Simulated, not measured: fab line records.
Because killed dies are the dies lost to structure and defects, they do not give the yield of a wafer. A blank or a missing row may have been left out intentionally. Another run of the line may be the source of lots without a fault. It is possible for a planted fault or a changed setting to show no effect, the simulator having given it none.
fab line records ; flow n5Finfet
[record] lots = 6; wafers = 17; lastDay = 18
route steps=1938 shown FIN_SAQP@102 BEOL_M4@1111
lots that met no fault: taken from a fault-free run of the same line
startH: the number of hours between the record's first day and the start of the first shown wafer of the lot ; waitH: time in hours since the lot's previous step ; " same as the row above ; L1.1+2: one row covering several wafers at once ; - either no value or no given start ; * or withheld: withheld ; < > ~ a bound
route shown NAME@n: NAME is a module with steps in the file, n the number in the route of the first one ; usual: the fault-free wafers' mean and standard deviation ; same: alike in all rows ; chamber/n: place in a boat ; sites: each site's reading ; _std_site: the standard deviation of these ; _edge_site: mean of outer sites minus mean of inner sites ; radiusMm: for every site, how far away it sits from the centre of the wafer ; mask NAME#n: copy n ; behind: the last tool/chamber to shape the wafer ; hold: the reason the lot was held/the length of the hold in hours/how it ended ; device: which transistor (n, p or np) failed to switch ; end of line: the tests these same wafers got at the end of their route ; a step without rows: its recipe alone ; killed: count of dies lost to structure and defects at first sort (not the wafer's yield) ; map: per-die view of a wafer (x killed, . not killed, _ where there is no die)
set.NAME: the setting the step ran with; set.NAME@STEP: the setting that earlier step ran with ; model.NAME: the simulator's own value behind a step, which no gauge read
lots seen at some steps along the route; tables by step, rows by wafer
services: the hour from which a tool's chamber was out of use, counted from the record's first day as startH (under 0 if before that day), plus the number of hours and why
[[steps]]
[step N5_FIN_SAQP_HM_DEP_72]
[recipe] material = SiO2; targetThkA = 120; tempC = 400; precursor = SiH4/N2O; pressureTorr = 0.75; rfW = 275; timeS = 7.2
[usual] heaterPowerW = 816/98; showerheadPlenumPTorr = 8.16/0.078
lot.wafer;tool;chamber;startH;waitH;heaterPowerW;showerheadPlenumPTorr
L162.2;pecvd-01;2;26.81;0.0;1060;8.09
L162.3;pecvd-01;0;26.81;0.0;718;8.10
L162.4;pecvd-01;1;26.81;0.0;798;8.23
L165.1;pecvd-01;1;45.06;0.0;824;8.24
L165.2;pecvd-01;2;45.06;0.0;985;8.12
L165.5;pecvd-01;2;45.06;0.0;996;8.13
L173.2;pecvd-03;1;94.08;0.0;774;8.27
L173.3;pecvd-03;0;94.08;0.0;816;8.21
L173.6;pecvd-03;2;94.08;0.0;760;8.21
L175.3;pecvd-03;0;104.88;0.0;849;8.22
L175.4;pecvd-03;0;104.88;0.0;870;8.23
L178.2;pecvd-01;0;124.36;0.0;799;8.09
L178.3;pecvd-01;2;124.36;0.0;1052;8.10
L178.5;pecvd-01;2;124.36;0.0;1070;8.11
L182.1;pecvd-04;0;147.39;0.0;819;8.17
L182.4;pecvd-04;0;147.39;0.0;790;8.18
L182.5;pecvd-04;1;147.39;0.0;860;8.21
[step N5_FIN_SAQP_COAT_49]
[recipe] resist = SOC; tempC = 250; timeS = 60; spinRpm = 1500; resistThkNm = 100
[step N5_FIN_SAQP_COAT_50]
[recipe] resist = SiARC; tempC = 220; timeS = 60; spinRpm = 1500; resistThkNm = 35
[step N5_FIN_SAQP_COAT_10]
[recipe] resist = CAR-ArF; spinRpm = 1500; resistThkNm = 90
[step N5_FIN_SAQP_EBR_12]
[recipe] solvent = PGMEA; ebrWidthMm = 1.5
[step N5_FIN_SAQP_SOFTBAKE_11]
[recipe] tempC = 110; timeS = 60; resist = CAR-ArF
[step N5_FIN_SAQP_EXPOSE_13]
[recipe] maskId = FIN_CORE; na = 1.35; sourceShape = dipole; sigmaInner = 0.538; sigmaOuter = 0.738; polarization = te; targetCdNm = 35.6; doseMj = 63.25
[step N5_FIN_SAQP_PEB_14]
[recipe] pebTempC = withheld; pebTimeS = 60; resist = CAR-ArF
[step N5_FIN_SAQP_DEVELOP_15]
[recipe] developTimeS = 30; developer = TMAH; resist = CAR-ArF; devTempC = 23; rinseLiquid = diw; dry = airSpin
[step N5_FIN_SAQP_CD_MEAS_16]
[recipe] targetCdNm = 35.6; landingEnergyEv = 500; detector = seInlens
[usual] cdNm = 35.60/0.26
lot.wafer;tool;chamber;startH;waitH;cdNm
L162.2;cdSem-03;0;27.14;-;35.91
L162.3;cdSem-03;0;27.14;-;35.61
L162.4;cdSem-03;0;27.14;-;35.58
L165.1;cdSem-02;0;45.38;-;35.51
L165.2;cdSem-02;0;45.38;-;35.72
L165.5;cdSem-02;0;45.38;-;35.60
L173.2;cdSem-02;0;94.53;-;35.59
L173.3;cdSem-02;0;94.53;-;35.57
L173.6;cdSem-02;0;94.53;-;35.98
L175.3;cdSem-01;0;105.33;-;35.04
L175.4;cdSem-01;0;105.33;-;35.18
L178.2;cdSem-03;0;124.81;-;35.79
L178.3;cdSem-03;0;124.81;-;35.63
L178.5;cdSem-03;0;124.81;-;35.72
L182.1;cdSem-01;0;147.83;-;35.45
L182.4;cdSem-01;0;147.83;-;35.48
L182.5;cdSem-01;0;147.83;-;35.70
[step N5_FIN_SAQP_OVL_MEAS_17]
[recipe] pointsPerWafer = 44
[usual] FIN_CORE_OVL = -0.1/0.84
lot.wafer;tool;chamber;startH;waitH;FIN_CORE_OVL[nm]
L162.2;overlay-01;0;27.17;0.0;-1.0
L162.3;overlay-01;0;27.17;0.0;-0.5
L162.4;overlay-01;0;27.17;0.0;0.1
L165.1;overlay-01;0;45.42;0.0;-0.4
L165.2;overlay-01;0;45.42;0.0;2.3
L165.5;overlay-01;0;45.42;0.0;-1.1
L173.2;overlay-02;0;94.57;0.0;-0.9
L173.3;overlay-02;0;94.57;0.0;-1.2
L173.6;overlay-02;0;94.57;0.0;-2.1
L175.3;overlay-02;0;105.37;0.0;0.4
L175.4;overlay-02;0;105.37;0.0;0.4
L178.2;overlay-01;0;124.85;0.0;-1.2
L178.3;overlay-01;0;124.85;0.0;-1.5
L178.5;overlay-01;0;124.85;0.0;0.3
L182.1;overlay-01;0;147.87;0.0;0.1
L182.4;overlay-01;0;147.87;0.0;-0.3
L182.5;overlay-01;0;147.87;0.0;-1.0
[step N5_FIN_SAQP_INSPECT_18]
[recipe] mode = adi; inspectInstrument = brightfield
[usual] rawDefectCount = 371/100
lot.wafer;tool;chamber;startH;waitH;rawDefectCount
L162.2;defectInspect-01;-;27.20;0.0;410
L162.3;defectInspect-01;-;27.20;0.0;413
L162.4;defectInspect-01;-;27.20;0.0;512
L165.1;defectInspect-01;-;45.44;0.0;548
L165.2;defectInspect-01;-;45.44;0.0;591
L165.5;defectInspect-01;-;45.44;0.0;630
L173.2;defectInspect-01;-;94.59;0.0;430
L173.3;defectInspect-01;-;94.59;0.0;565
L173.6;defectInspect-01;-;94.59;0.0;560
L175.3;defectInspect-01;-;105.39;0.0;323
L175.4;defectInspect-01;-;105.39;0.0;385
L178.2;defectInspect-01;-;124.87;0.0;439
L178.3;defectInspect-01;-;124.87;0.0;416
L178.5;defectInspect-01;-;124.87;0.0;339
L182.1;defectInspect-01;-;147.90;0.0;342
L182.4;defectInspect-01;-;147.90;0.0;311
L182.5;defectInspect-01;-;147.90;0.0;309
[step N5_FIN_SAQP_DESCUM_21]
[recipe] chemistry = O2; timeS = 7.9; sourcePowerW = 50; biasPowerW = 20; pressureMtorr = 20; rfFrequencyHz = 2.712e+07; tempC = 40; resist = CAR-ArF; o2FlowSccm = 225
[usual] drypumpMotorCurrentA = 5.8/0.37; o2FlowSccm = 225.1/0.67; oesProductAu = 0.76/0.072; rfVppV = 243.0/1.4; showerheadPlenumPTorr = 2.08/0.071; throttleValvePct = 20.50/0.22
lot.wafer;tool;chamber;startH;waitH;drypumpMotorCurrentA;o2FlowSccm;oesProductAu;rfHoursCounterH;rfVppV;showerheadPlenumPTorr;throttleValvePct;model.CAR-ArF_of_FIN_SAQP_COAT_10.thkNm
L162.2;rieDiel-01;1;27.23;0.0;6.0;225.2;0.72;178;243.2;2.09;20.48;83.14
L162.3;rieDiel-01;3;27.23;0.0;5.8;226.0;0.83;74;241.4;2.03;20.56;83.21
L162.4;rieDiel-01;0;27.23;0.0;6.1;226.4;0.89;47;243.1;2.05;20.08;83.22
L165.1;rieDiel-03;1;45.48;0.0;6.4;225.9;0.70;219;241.4;2.06;20.27;83.25
L165.2;rieDiel-03;3;45.48;0.0;5.9;225.4;0.80;125;243.0;2.02;20.56;83.19
L165.5;rieDiel-03;1;45.48;0.0;6.3;225.7;0.70;-;243.3;2.06;20.27;82.95
L173.2;rieDiel-04;0;94.63;0.0;5.5;225.4;0.89;41;241.7;2.05;20.07;83.47
L173.3;rieDiel-04;2;94.63;0.0;5.6;224.4;0.77;149;242.3;2.17;20.72;83.72
L173.6;rieDiel-04;1;94.63;0.0;6.2;225.2;0.89;-;246.8;2.22;20.27;83.78
L175.3;rieDiel-01;1;105.43;0.0;6.0;226.3;0.70;205;243.1;2.08;20.49;83.71
L175.4;rieDiel-01;2;105.43;0.0;6.2;225.2;0.72;181;243.5;2.09;20.34;83.75
L178.2;rieDiel-01;0;124.90;0.0;6.1;225.3;0.83;80;241.9;2.04;20.13;83.51
L178.3;rieDiel-01;3;124.90;0.0;5.7;224.9;0.79;102;242.1;2.02;20.60;83.69
L178.5;rieDiel-01;2;124.90;0.0;6.2;226.1;0.72;-;243.0;2.09;20.36;83.52
L182.1;rieDiel-03;0;147.93;0.0;5.1;224.6;0.67;254;242.5;2.05;20.61;83.73
L182.4;rieDiel-03;3;147.93;0.0;5.9;225.1;0.77;-;242.2;2.01;20.59;83.52
L182.5;rieDiel-03;0;147.93;0.0;5.1;226.6;0.67;-;241.8;2.05;20.62;83.66
[step N5_FIN_SAQP_ETCH_51]
[recipe] chemistry = CF4; target = SiARC; targetDepthA = 455; maskMaterial = CAR-ArF; timeS = 75.8; ionEnergyEv = 80; pressureMtorr = 40; sourceW = 545; biasW = 36; Ar_flow_sccm = 100; cf4FlowSccm = 100; ends = cleared
[usual] drypumpMotorCurrentA = 5.8/0.37; etchRfOnTimeS = 75.7/1.5; oesProductAu = 0.65/0.062; rfVppV = 184.0/1.3; showerheadPlenumPTorr = 2.13/0.067; throttleValvePct = 15.69/0.24
lot.wafer;tool;chamber;startH;waitH;drypumpMotorCurrentA;etchRfOnTimeS;oesProductAu;rfHoursCounterH;rfVppV;showerheadPlenumPTorr;throttleValvePct;model.CAR-ArF_of_FIN_SAQP_COAT_10.thkNm
L162.2;rieDiel-01;1;27.27;0.0;6.0;74.3;0.62;178;183.7;2.13;15.63;50.64
L162.3;rieDiel-01;3;27.27;0.0;5.7;72.3;0.71;74;184.2;2.09;15.71;50.67
L162.4;rieDiel-01;0;27.27;0.0;6.1;75.1;0.76;47;182.6;2.08;15.16;50.71
L165.1;rieDiel-03;1;45.51;0.0;6.3;74.4;0.60;219;184.0;2.12;15.59;50.74
L165.2;rieDiel-03;3;45.51;0.0;5.9;74.0;0.69;125;182.9;2.07;15.74;50.73
L165.5;rieDiel-03;1;45.51;0.0;6.3;74.7;0.60;-;183.2;2.12;15.58;50.43
L173.2;rieDiel-04;0;94.66;0.0;5.5;73.1;0.77;41;183.1;2.10;15.22;50.87
L173.3;rieDiel-04;2;94.66;0.0;5.6;75.7;0.66;149;184.1;2.23;15.96;51.19
L173.6;rieDiel-04;1;94.66;0.0;6.2;75.5;0.77;-;186.7;2.28;15.49;51.3
L175.3;rieDiel-01;1;105.46;0.0;5.9;76.2;0.60;205;184.7;2.12;15.66;51.19
L175.4;rieDiel-01;2;105.46;0.0;6.2;78.0;0.61;181;183.1;2.13;15.50;51.22
L178.2;rieDiel-01;0;124.94;0.0;6.1;75.8;0.72;80;183.9;2.07;15.23;50.9
L178.3;rieDiel-01;3;124.94;0.0;5.7;73.0;0.70;102;182.3;2.08;15.76;51.03
L178.5;rieDiel-01;2;124.94;0.0;6.2;77.9;0.61;-;183.8;2.13;15.51;50.83
L182.1;rieDiel-03;0;147.97;0.0;5.1;77.3;0.57;254;183.5;2.11;15.91;51.02
L182.4;rieDiel-03;3;147.97;0.0;5.9;74.2;0.66;-;183.5;2.07;15.81;50.79
L182.5;rieDiel-03;0;147.97;0.0;5.1;76.7;0.58;-;184.4;2.11;15.91;50.94
[step N5_FIN_SAQP_ETCH_52]
[recipe] chemistry = N2/H2; target = SOC; targetDepthA = 1000; overetchA = 200; maskMaterial = SiARC; tempC = 40; timeS = 150; ionEnergyEv = 200; pressureMtorr = 30; sourceW = 840; biasW = 150; n2FlowSccm = 200; h2FlowSccm = 200; ends = endPoint
[usual] drypumpMotorCurrentA = 5.8/0.38; oesProductAu = 0.68/0.062; rfVppV = 523.5/2.5; showerheadPlenumPTorr = 2.53/0.085; throttleValvePct = 17.91/0.22
lot.wafer;tool;chamber;startH;waitH;drypumpMotorCurrentA;oesProductAu;rfHoursCounterH;rfVppV;showerheadPlenumPTorr;throttleValvePct
L162.2;rieDiel-01;1;27.32;0.0;5.9;0.64;178;524.7;2.54;17.79
L162.3;rieDiel-01;3;27.32;0.0;5.7;0.73;74;521.6;2.47;17.93
L162.4;rieDiel-01;0;27.32;0.0;6.1;0.79;47;521.5;2.48;17.47
L165.1;rieDiel-03;1;45.57;0.0;6.4;0.62;219;522.8;2.52;17.78
L165.2;rieDiel-03;3;45.57;0.0;5.9;0.71;125;521.6;2.45;18.06
L165.5;rieDiel-03;1;45.57;0.0;6.3;0.62;-;524.4;2.52;17.77
L173.2;rieDiel-04;0;94.72;0.0;5.5;0.80;41;522.4;2.48;17.42
L173.3;rieDiel-04;2;94.72;0.0;5.6;0.70;149;526.2;2.64;18.13
L173.6;rieDiel-04;1;94.72;0.0;6.2;0.80;-;529.8;2.71;17.82
L175.3;rieDiel-01;1;105.52;0.0;6.0;0.63;205;524.1;2.53;17.82
L175.4;rieDiel-01;2;105.52;0.0;6.2;0.66;181;523.9;2.53;17.76
L178.2;rieDiel-01;0;125.00;0.0;6.1;0.75;80;521.4;2.46;17.55
L178.3;rieDiel-01;3;125.00;0.0;5.7;0.71;102;520.6;2.46;17.97
L178.5;rieDiel-01;2;125.00;0.0;6.2;0.65;-;522.2;2.53;17.77
L182.1;rieDiel-03;0;148.02;0.0;5.1;0.61;254;523.6;2.50;18.13
L182.4;rieDiel-03;3;148.02;0.0;5.9;0.69;-;522.1;2.44;18.10
L182.5;rieDiel-03;0;148.02;0.0;5.1;0.60;-;521.2;2.50;18.13
[step N5_BEOL_M4_RC_MEAS_101]
[usual] DIBL_N = 36.3/1.6; DIBL_P = 36.5/1.6; IOFF_N = 0.163/0.026; IOFF_P = 0.22/0.033; ION_N = 676/9.9; ION_P = 464/6.5; SS_N = 71.5/0.5; SS_P = 73.3/0.64; VT_N = 249.3/2.9; VT_P = -250/3.2
lot.wafer;tool;chamber;startH;waitH;DIBL_N[mV/V];DIBL_P[mV/V];IOFF_N[nA/um];IOFF_P[nA/um];ION_N[uA/um];ION_P[uA/um];SS_N[mV/dec];SS_P[mV/dec];VT_N[mV];VT_P[mV]
L162.2;prober-01;0;193.28;0.2;38.5;38.5;0.186;0.26;686;468;72.3;74.4;247.9;-246
L162.3;prober-01;0;193.28;0.2;37.2;37.0;0.166;0.25;676;468;71.8;73.9;248.7;-248
L162.4;prober-01;0;193.28;0.2;39.7;39.5;0.219;0.29;699;482;73.0;74.6;245.2;-244
L165.1;prober-01;0;206.22;0.0;37.0;36.9;0.160;0.21;692;466;71.8;73.5;249.2;-252
L165.2;prober-01;0;206.22;0.0;37.8;38.6;0.189;0.25;680;470;72.1;74.1;245.7;-248
L165.5;prober-01;0;206.22;0.0;37.6;37.8;0.175;0.23;687;470;71.6;73.4;247.4;-249
L173.2;prober-01;0;260.99;0.2;35.4;34.1;0.133;0.18;672;458;71.2;73.2;250.0;-254
L173.3;prober-01;0;260.99;0.2;36.5;35.3;0.158;0.20;678;459;70.6;72.9;247.9;-253
L173.6;prober-01;0;260.99;0.2;36.1;35.0;0.145;0.20;672;461;70.6;73.3;249.6;-252
L175.3;prober-02;0;271.06;0.3;38.8;38.6;0.221;0.25;688;465;72.2;73.3;246.4;-249
L175.4;prober-02;0;271.06;0.3;36.6;36.2;0.177;0.21;673;457;72.2;73.1;248.0;-252
L178.2;prober-01;0;287.39;0.2;38.8;38.5;0.192;0.26;680;466;71.7;73.6;248.1;-248
L178.3;prober-01;0;287.39;0.2;38.7;38.9;0.184;0.25;670;465;72.1;73.6;247.4;-249
L178.5;prober-01;0;287.39;0.2;38.1;38.0;0.178;0.23;683;469;71.0;74.0;248.4;-249
L182.1;prober-01;0;309.23;0.0;35.3;35.1;0.138;0.19;666;459;70.7;73.3;252.5;-253
L182.4;prober-01;0;309.23;0.0;35.9;36.4;0.150;0.21;681;466;71.1;73.1;249.6;-251
L182.5;prober-01;0;309.23;0.0;37.2;37.8;0.168;0.23;678;461;71.6;74.1;251.5;-251
[[services]]
tool;chamber;startH;hours;kind
rieDiel-04;0;14.69;8.9;repair
rieDiel-04;1;23.63;-;clean
rieDiel-04;1;23.63;-;consumableReplace:focusRing
rieDiel-04;1;23.63;-;consumableReplace:showerhead
rieDiel-04;1;23.63;22.5;scheduledDown
rieDiel-04;1;23.63;22.5;ventCycle
rieDiel-04;-;37.53;0.2;repair
pecvd-04;-;43.47;2.3;repair
pecvd-03;-;45.86;1.1;repair
rieDiel-04;3;46.17;-;clean
rieDiel-04;3;46.17;-;consumableReplace:focusRing
rieDiel-04;3;46.17;-;consumableReplace:showerhead
rieDiel-04;3;46.17;21.4;scheduledDown
rieDiel-04;3;46.17;21.4;ventCycle
rieDiel-01;3;63.15;7.3;repair
rieDiel-03;3;64.49;20.8;repair
rieDiel-03;2;88.25;5.0;repair
pecvd-01;2;104.60;2.1;scheduledDown
pecvd-04;-;130.61;2.8;pm
pecvd-01;-;131.39;2.0;repair
rieDiel-03;1;136.58;-;clean
rieDiel-03;1;136.58;-;consumableReplace:focusRing
rieDiel-03;1;136.58;23.6;scheduledDown
rieDiel-03;1;136.58;23.6;ventCycle
[[key]]
firstSign none at tools or gauges
[modelEffect] step = N5_FIN_SAQP_DESCUM_21; value = CAR-ArF_of_FIN_SAQP_COAT_10.thkNm; without = 83.22; struck = 83.64
[modelEffect] step = N5_FIN_SAQP_ETCH_51; value = CAR-ArF_of_FIN_SAQP_COAT_10.thkNm; without = 50.62; struck = 51.04
metAt N5_FIN_SAQP_DESCUM_21
struckWafers L175.3,L178.2,L178.3
onsetBetween 27.23 105.43
[fault] kind = processParameterDrift; tool = rieDiel-01; chamber = -; onsetH = 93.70; steps = N5_FIN_SAQP_DESCUM_21; channel = timeS; offset = *; shape = step; endH = 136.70; scope = struckWafersOnly; actsIn = *; stated = *
